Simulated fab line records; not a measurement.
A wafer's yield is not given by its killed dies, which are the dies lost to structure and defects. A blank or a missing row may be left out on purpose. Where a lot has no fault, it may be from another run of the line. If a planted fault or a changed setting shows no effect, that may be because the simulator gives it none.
One fault seen from 3 desks | flow n5-finfet | only its own numbers are on each desk; what lay behind them is given at the end

## AT THE TOOL OWNER'S DESK: vapor-etch-01
The tool's own readings at N5_FIN_CUT_PRECLEAN_35 (cleans in vHF, time 13.3 s): means of the sampled wafers that have a number, for each lot that ran on this tool. Any lot whose mean is over 4 standard deviations away from the usual mean is out of limits and marked OUT; that distance is given in the brackets.
Columns: A = drypump-motor-current-A at N5_FIN_CUT_PRECLEAN_35, usual 5.9 A; B = pressure-torr at N5_FIN_CUT_PRECLEAN_35, usual 124.99 Torr
lot  | first seen here | A   | B
L779 | day 2 10:00     | 6.2 | 125.03
L780 | day 2 18:07     | 6.2 | 125.11
L782 | day 3 04:21     | 6.2 | 125.05
L783 | day 3 10:12     | 6.2 | 125.08
L796 | day 6 16:10     | 6.2 | 125.01
L799 | day 7 09:25     | 6.2 | 124.91
L800 | day 7 16:46     | 6.2 | 124.89
This desk's finding: nothing out of limits on any of the 7 lots.

## THE DEFECT DESK
For each lot, the counts of the inspections along the route, averaged over the sampled wafers that have a number. Any lot whose mean is over 4 standard deviations away from the usual mean is out of limits and marked OUT; that distance is given in the brackets.
Columns: A = raw-defect-count at N5_FIN_CUT_INSPECT_17, usual 215
lot  | first seen here | A
L779 | day 2 10:29     | 159
L780 | day 2 18:34     | 159
L782 | day 3 04:46     | 544 (+5.0) OUT
L783 | day 3 10:34     | 461
L796 | day 6 16:31     | 205
L798 | day 7 03:58     | 155
L799 | day 7 09:46     | 278
L800 | day 7 17:08     | 244
This desk's finding: out of limits on L782; first on L782, day 3 04:46 (raw-defect-count at N5_FIN_CUT_INSPECT_17). L779, L780, L783, L796, L798, L799, L800: within limits.

## METROLOGY DESK
What the gauges read, lot by lot, whatever tool the lot ran on: means of the sampled wafers that have a number. Any lot whose mean is over 4 standard deviations away from the usual mean is out of limits and marked OUT; that distance is given in the brackets. It has 10 readings; the 7 that lie furthest out on some lot are the ones shown.
Columns: A = DIBL_P at N5_BEOL_M4_RC_MEAS_101, usual 36.7 mV/V; B = IOFF_N at N5_BEOL_M4_RC_MEAS_101, usual 0.155 nA/um; C = IOFF_P at N5_BEOL_M4_RC_MEAS_101, usual 0.208 nA/um; D = ION_N at N5_BEOL_M4_RC_MEAS_101, usual 673 uA/um; E = ION_P at N5_BEOL_M4_RC_MEAS_101, usual 462 uA/um; F = SS_N at N5_BEOL_M4_RC_MEAS_101, usual 71.6 mV/dec; G = VT_P at N5_BEOL_M4_RC_MEAS_101, usual -251 mV
lot  | first seen here | A    | B     | C     | D   | E   | F    | G
L779 | day 9 16:01     | 38.8 | 0.186 | 0.221 | 676 | 460 | 72.2 | -253
L780 | day 10 22:09    | 33.8 | 0.152 | 0.191 | 673 | 462 | 71.0 | -251
L782 | day 11 12:46    | 36.3 | 0.147 | 0.185 | 668 | 459 | 70.7 | -252
L783 | day 12 02:20    | 37.1 | 0.165 | 0.221 | 677 | 466 | 71.8 | -249
L796 | day 14 13:06    | 36.2 | 0.155 | 0.181 | 684 | 461 | 71.7 | -254
L798 | day 15 11:37    | 37.4 | 0.152 | 0.224 | 668 | 463 | 71.4 | -247
L799 | day 16 02:40    | 36.5 | 0.150 | 0.221 | 676 | 468 | 71.5 | -248
L800 | day 16 12:02    | 36.8 | 0.162 | 0.172 | 669 | 445 | 71.9 | -256
This desk's finding: nothing out of limits on any of the 8 lots.

## PUT TOGETHER
The defect desk could have raised an alarm at day 3 04:46, on L782.
The tool owner's desk saw nothing out of limits.
From the metrology desk's view, nothing was out of limits.
The tool owner's desk has L782 on record, within its limits.
The metrology desk holds a record of L782, inside its limits.
The lots listed all ran N5_FIN_CUT_PRECLEAN_35 on vapor-etch-01.

## WHAT THE SIMULATOR HAD INSERTED
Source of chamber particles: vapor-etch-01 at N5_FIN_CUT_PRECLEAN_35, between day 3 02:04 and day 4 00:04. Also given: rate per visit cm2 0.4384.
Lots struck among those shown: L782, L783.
Hours from the fault's start to each desk's first reading out of limits: the defect desk, 3.
